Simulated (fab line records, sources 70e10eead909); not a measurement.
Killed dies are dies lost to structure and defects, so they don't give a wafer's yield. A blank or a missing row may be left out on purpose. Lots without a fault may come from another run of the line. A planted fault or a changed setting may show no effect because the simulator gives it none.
Which tool did it? | flow nand_harc | 13 lots, 39 wafers sampled, at 5 steps of a route of 1302

WHAT THE GAUGES READ, wafer by wafer
NHARC_A_SIN_REMOVE_INSPECT_04. Usual: raw_defect_count 410, standard deviation 82.
lot  | measured     | on                | raw_defect_count | flag
L471 | day 20 06:12 | defect_inspect-01 | 454 399 753      |
L474 | day 21 00:26 | defect_inspect-01 | 417 667 362      |
L477 | day 22 21:38 | defect_inspect-02 | 447 437 505      |
L478 | day 23 17:16 | defect_inspect-01 | 400 420 385      |
L480 | day 24 05:43 | defect_inspect-01 | 319 338 424      |
L479 | day 24 09:32 | defect_inspect-02 | 267 335 243      |
L481 | day 24 17:26 | defect_inspect-02 | 446 384 490      |
L482 | day 24 22:07 | defect_inspect-02 | 363 363 532      |
L484 | day 26 02:46 | defect_inspect-02 | 381 518 488      |
L485 | day 26 02:46 | defect_inspect-01 | 485 523 358      |
L488 | day 26 18:30 | defect_inspect-02 | 524 423 461      |
L490 | day 28 04:18 | defect_inspect-02 | 293 329 305      |
L492 | day 29 01:01 | defect_inspect-02 | 392 567 475      |

NHARC_END_SORT_01. Usual: killed_at_array 64, standard deviation 16; killed_at_other 1.0, standard deviation 1.1; killed_at_periphery 3.5, standard deviation 2.3; killed_dies 69, standard deviation 17; killed_open 3.2, standard deviation 1.6; killed_short 2.4, standard deviation 1.6.
lot  | measured     | on        | killed_at_array | killed_at_other | killed_at_periphery | killed_dies | killed_open | killed_short | flag
L481 | day 28 16:06 | prober-02 | 59 54 64        | 2 2 1           | 4 6 2               | 65 62 67    | 5 6 1       | 1 2 0        |
L482 | day 29 02:22 | prober-01 | 47 53 49        | 1 1 2           | 3 2 0               | 51 56 51    | 6 3 4       | 1 4 3        |
L485 | day 30 12:36 | prober-02 | 47 40 48        | 1 0 0           | 9 8 10              | 57 48 58    | 3 4 5       | 2 3 4        |
L488 | day 30 15:19 | prober-01 | 96              | 1               | 5                   | 102         | 6           | 2            |
L490 | day 32 18:23 | prober-01 | 676 676 673     | 0 0 1           | 1 1 3               | 677 677 677 | 2 4 6       | 2 3 5        | OFF
L492 | day 33 06:43 | prober-01 | 672 669 672     | 1 2 1           | 4 6 4               | 677 677 677 | 2 3 6       | 1 4 3        | OFF

WHICH TOOL RAN EACH LOT (tool, then ch and the chambers of the sampled wafers, then the start)
lot  | NHARC_A_WL_FILL_CVD_03        | NHARC_A_WL_FILL_ETCHBACK_16        | NHARC_A_WL_FILL_ETCHBACK_17
L471 | cvd_w-01 ch 0,1, day 20 07:18 | rie_diel-12 ch 0,2, day 20 17:26   | rie_metal-01 ch 0,1, day 20 17:37
L474 | cvd_w-02 ch 0,1, day 21 02:01 | rie_diel-13 ch 0,1, day 21 12:46   | rie_metal-02 ch 0,1, day 21 12:59
L477 | cvd_w-02 ch 0,1, day 22 23:14 | rie_diel-13 ch 0,1,2, day 23 09:39 | rie_metal-03 ch 0,1, day 23 09:49
L478 | cvd_w-01 ch 0,1, day 23 18:23 | rie_diel-13 ch 1,2, day 24 04:43   | rie_metal-01 ch 0,1, day 24 04:58
L480 | cvd_w-02 ch 0,1, day 24 06:43 | rie_diel-09 ch 1,2, day 24 17:30   | rie_metal-02 ch 0,1, day 24 17:41
L479 | cvd_w-01 ch 0,1, day 24 10:38 | rie_diel-12 ch 0,1,2, day 25 01:37 | rie_metal-03 ch 0,1, day 25 01:47
L481 | cvd_w-02 ch 0, day 24 18:25   | rie_diel-09 ch 0,2,3, day 25 06:07 | rie_metal-02 ch 0,1, day 25 06:18
L482 | cvd_w-01 ch 0, day 25 00:58   | rie_diel-09 ch 0,3, day 25 13:11   | rie_metal-01 ch 0,1, day 25 13:22
L484 | cvd_w-01 ch 0,1, day 26 03:51 | rie_diel-12 ch 0,2,3, day 26 14:25 | rie_metal-02 ch 0,1, day 26 14:38
L485 | cvd_w-02 ch 0,1, day 26 04:26 | rie_diel-13 ch 0,1,2, day 26 17:38 | rie_metal-03 ch 0,1, day 26 17:50
L488 | cvd_w-02 ch 0,1, day 26 19:38 | rie_diel-13 ch 0,2,3, day 27 05:55 | rie_metal-02 ch 0,1, day 27 06:06
L490 | cvd_w-01 ch 0,1, day 28 05:26 | rie_diel-09 ch 1,2,3, day 28 18:37 | rie_metal-02 ch 0,1, day 28 18:48
L492 | cvd_w-01 ch 0,1, day 29 02:10 | rie_diel-09 ch 0,2,3, day 29 13:10 | rie_metal-03 ch 0,1, day 29 13:22
- NHARC_A_WL_FILL_CVD_03: deposits W, target thk 40 nm, time 279 s.
- NHARC_A_WL_FILL_ETCHBACK_16: etches the open film in C4F8/O2/Ar, target depth 120 nm, time 24 s.
- NHARC_A_WL_FILL_ETCHBACK_17: etches the open film in Cl2/BCl3, target depth 4 nm, time 26.7 s.

WHAT THE TOOLS THEMSELVES READ (means of the sampled wafers that have a number; where no wafer has one, the mark that the record gives instead)
NHARC_A_WL_FILL_CVD_03. Usual: heater_power_w 462 W, standard deviation 44; mfc_h2_sccm 1601 sccm, standard deviation 4.5; throttle_valve_pct 7.89 %, standard deviation 0.28.
lot  | tool     | heater_power_w (W) | mfc_h2_sccm (sccm) | throttle_valve_pct (%) | flag
L471 | cvd_w-01 | 435                | 1602               | 7.70                   |
L474 | cvd_w-02 | 504                | 1604               | 7.81                   |
L477 | cvd_w-02 | 507                | 1606               | 7.71                   |
L478 | cvd_w-01 | 437                | 1599               | 7.85                   |
L480 | cvd_w-02 | 521                | 1603               | 7.69                   |
L479 | cvd_w-01 | 429                | 1595               | 7.78                   |
L481 | cvd_w-02 | 487                | 1595               | 8.07                   |
L482 | cvd_w-01 | 402                | 1602               | 8.19                   |
L484 | cvd_w-01 | 444                | 1603               | 7.78                   |
L485 | cvd_w-02 | 495                | 1601               | 7.77                   |
L488 | cvd_w-02 | 522                | 1601               | 7.94                   |
L490 | cvd_w-01 | 432                | 1603               | 7.85                   |
L492 | cvd_w-01 | 424                | 1603               | 8.15                   |

NHARC_A_WL_FILL_ETCHBACK_16. Usual: oes_product_au 0.97 a.u., standard deviation 0.034; rf_vpp_V 724 V, standard deviation 5; run_length_s 45.4 s, standard deviation 0.32.
lot  | tool        | oes_product_au (a.u.) | rf_vpp_V (V) | run_length_s (s) | flag
L471 | rie_diel-12 | 1.00                  | 728          | 45.6             |
L474 | rie_diel-13 | 0.93                  | 726          | 45.6             |
L477 | rie_diel-13 | 0.99                  | 723          | 45.4             |
L478 | rie_diel-13 | 0.93                  | 725          | 45.5             |
L480 | rie_diel-09 | 1.01                  | 723          | 45.4             |
L479 | rie_diel-12 | 0.92                  | 727          | 45.4             |
L481 | rie_diel-09 | 0.93                  | 719          | 45.2             |
L482 | rie_diel-09 | 0.96                  | 719          | 45.7             |
L484 | rie_diel-12 | 1.00                  | 726          | 45.5             |
L485 | rie_diel-13 | 1.00                  | 722          | 45.5             |
L488 | rie_diel-13 | 0.99                  | 723          | 45.4             |
L490 | rie_diel-09 | 0.93                  | 721          | 30.1             | OFF
L492 | rie_diel-09 | 1.00                  | 719          | 30.3             | OFF

NHARC_A_WL_FILL_ETCHBACK_17. Usual: drypump_motor_current_A 5.7 A, standard deviation 0.42; he_backside_leak_sccm 3.39 sccm, standard deviation 0.23; oes_product_au 0.999 a.u., standard deviation 0.0087; run_length_s 48.0 s, standard deviation 0.43.
lot  | tool         | drypump_motor_current_A (A) | he_backside_leak_sccm (sccm) | oes_product_au (a.u.) | run_length_s (s) | flag
L471 | rie_metal-01 | 5.7                         | 3.45                         | 1.002                 | 48.4             |
L474 | rie_metal-02 | 5.3                         | 3.41                         | 1.009                 | 47.6             |
L477 | rie_metal-03 | 6.2                         | 3.31                         | 0.997                 | 48.2             |
L478 | rie_metal-01 | 5.7                         | 3.64                         | 0.990                 | 48.1             |
L480 | rie_metal-02 | 5.3                         | 3.52                         | 1.004                 | 47.3             |
L479 | rie_metal-03 | 6.2                         | 3.34                         | 0.992                 | 48.4             |
L481 | rie_metal-02 | 5.3                         | 3.32                         | 1.010                 | 47.4             |
L482 | rie_metal-01 | 5.7                         | 3.42                         | 0.998                 | 48.3             |
L484 | rie_metal-02 | 5.2                         | 3.44                         | 1.005                 | 47.5             |
L485 | rie_metal-03 | 5.9                         | 3.19                         | 1.004                 | 47.8             |
L488 | rie_metal-02 | 5.3                         | 3.54                         | 1.012                 | 47.4             |
L490 | rie_metal-02 | 5.3                         | 3.43                         | 0.993                 | 47.5             |
L492 | rie_metal-03 | 6.0                         | 3.24                         | 1.000                 | 47.9             |

THE ANSWER, worked out from the rows above alone
Rule: a lot is off if the mean of its wafers that have a number lies more than 3 standard deviations from the usual mean. A lot without any number at a reading at which 4 lots or more have one is off too. The other lots that the step has rows for count as sound. The gauges are gone through in route order, then the tools' own readings, and for those a lot's mean is taken as printed above. The first step at which some lot is off is used, and at that step the reading that is off furthest; a lot without a number counts as furthest.
Off: L490, L492, at NHARC_END_SORT_01 (killed_at_array). Neither off nor sound, because the step has no rows for them: L471, L474, L477, L478, L480, L479, L484.
A tool fits if, at a process step before that reading, it ran every lot that is off, and no sound lot after the first of them. The gauges at NHARC_END_SORT_01 aren't tried: what is off there is off at NHARC_A_WL_FILL_ETCHBACK_16 too, on other tools, and a gauge's error can't cause that. Can't be told from this: 2 tools fit, cvd_w-01 at NHARC_A_WL_FILL_CVD_03, rie_diel-09 at NHARC_A_WL_FILL_ETCHBACK_16.

WHAT THE SIMULATOR HAD PUT IN
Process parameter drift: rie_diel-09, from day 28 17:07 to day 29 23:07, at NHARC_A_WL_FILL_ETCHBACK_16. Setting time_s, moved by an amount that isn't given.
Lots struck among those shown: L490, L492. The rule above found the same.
